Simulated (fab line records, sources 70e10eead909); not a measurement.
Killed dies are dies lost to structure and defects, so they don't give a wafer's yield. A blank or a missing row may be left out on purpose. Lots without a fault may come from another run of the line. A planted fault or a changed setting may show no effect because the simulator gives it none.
A struck lot beside a sound one | flow nand_harc | 17 steps out of a route of 1302
Sound: wafers L402.1, L402.3, L402.6. Struck: wafer L392.6. (L392.2, L392.3 of the same lot were not struck and are left out.) The cause comes at the end.
At each step with rows: each side's tool, then ch and its chambers, then its first start. Under that, the readings that differ: sound wafers | struck wafers | difference of the means | sigmas: that difference in standard deviations of wafers without a fault.
alike: readings whose means differ by less than 2 such deviations, and words and numbers that are the same on both sides. not compared: withheld readings, readings that some wafer has no value for, bounds like >300 that may hide the same value, and numbers for which the record gives no deviation and whose values overlap.
The two part at a step that has a row with sigmas, a row that says differs or no value, or rows on one side only. Numbers that don't overlap but have no deviation are shown without sigmas and don't part them. A reading that every wafer of one side lacks parts them only if that side has two wafers or more.

NHARC_A_M0_OVL_MEAS_10: pitch 160 nm.
  sound on overlay-01, day 31 06:31; struck on overlay-02, day 28 03:11
  reading           | sound       | struck | difference | sigmas
  overlay_x_nm (nm) | 1.3 1.0 1.3 | -0.4   | -1.6       | -2
  alike: overlay_y_nm
NHARC_A_M0_INSPECT_11:
  sound on defect_inspect-02, day 31 06:34; struck on defect_inspect-01, day 28 03:13
  reading          | sound    | struck | difference | sigmas
  raw_defect_count | 29 26 28 | 109    | +81        | +2
then, 1 step without rows for these wafers: NHARC_A_M0_DESCUM_14 (chemistry O2, time 3 s).
NHARC_A_M0_ETCH_34: etches the open film in N2/H2, target depth 40 nm, overetch 12 nm, time 43.94 s.
  sound on rie_diel-09 ch 0,1,3, day 31 06:43; struck on rie_diel-08 ch 1, day 28 03:50
  alike: drypump_motor_current_A, oes_product_au, rf_vpp_V, showerhead_plenum_p_Torr, throttle_valve_pct
  not compared: rf_hours_counter_h
NHARC_A_M0_ETCH_15: etches the open film in C4F8/Ar, target depth 150 nm, overetch 15 nm, time 82.5 s.
  sound on rie_diel-09 ch 0,2,3; struck on rie_diel-08 ch 3
  reading               | sound             | struck | difference | sigmas
  oes_product_au (a.u.) | 0.977 0.951 0.983 | 0.923  | -0.047     | -2
  alike: rf_vpp_V
  not compared: rf_hours_counter_h
NHARC_A_M0_CD_MEAS_16:
  sound on cd_sem-02, day 31 06:55; struck on cd_sem-01, day 28 04:04
  alike: cd_nm
NHARC_A_M0_STRIP_18: strips in N2/H2.
  sound on rie_diel-09 ch 0,1,2, day 31 07:02; struck on rie_diel-13 ch 2, day 28 04:08
  alike: drypump_motor_current_A, oes_product_au, rf_vpp_V, showerhead_plenum_p_Torr, throttle_valve_pct
  not compared: rf_hours_counter_h
then, 2 steps without rows for these wafers: NHARC_A_M0_STRIP_19 (strips in post etch residue remover, time 600 s); NHARC_A_M0_DEGAS_28 (time 60 s).
NHARC_A_M0_PRE_CLEAN_29: time 30 s.
  sound on pvd_sputter-03; struck on pvd_sputter-03
  alike: heater_power_w
then, 1 step without rows for these wafers: NHARC_A_M0_PVD_20 (deposits TaN, target thk 5 nm, time 8.06 s).
NHARC_A_M0_PVD_21: deposits Cu, target thk 30 nm, time 20.49 s.
  sound on pvd_sputter-03; struck on pvd_sputter-03
  alike: chamber_pressure_pa, throttle_valve_pct
NHARC_A_M0_ECD_22: material Cu, target thk 400 nm.
  sound on ecd_cu-01 ch 0,1, day 31 07:56; struck on ecd_cu-01 ch 0,1, day 28 05:05
then, 1 step without rows for these wafers: NHARC_A_M0_ANNEAL_30 (time 90 s).
NHARC_A_M0_CMP_23: polishes, t overpolish 20 s, target thk 113.75 nm.
  sound on cmp-01 ch 2,3, day 31 08:37; struck on cmp-04 ch 1, day 28 05:49
  reading                | sound          | struck | difference | sigmas
  time_to_endpoint_s (s) | 28.3 27.6 26.1 | 17.4   | -9.9       | -5
  alike: motor_current_A
NHARC_A_M0_THK_MEAS_24: measures by xrf.
  sound on film_metro-02, day 31 08:56; struck on film_metro-01, day 28 06:05
  alike: thk_nm
then, 1 step without rows for these wafers: NHARC_END_SORT_01.

WHERE THEY PART
First at NHARC_A_M0_OVL_MEAS_10; last, within this record, at NHARC_A_M0_CMP_23. Later steps at which nothing parts them and some readings are alike: NHARC_A_M0_THK_MEAS_24.

WHY: what the simulator had put in
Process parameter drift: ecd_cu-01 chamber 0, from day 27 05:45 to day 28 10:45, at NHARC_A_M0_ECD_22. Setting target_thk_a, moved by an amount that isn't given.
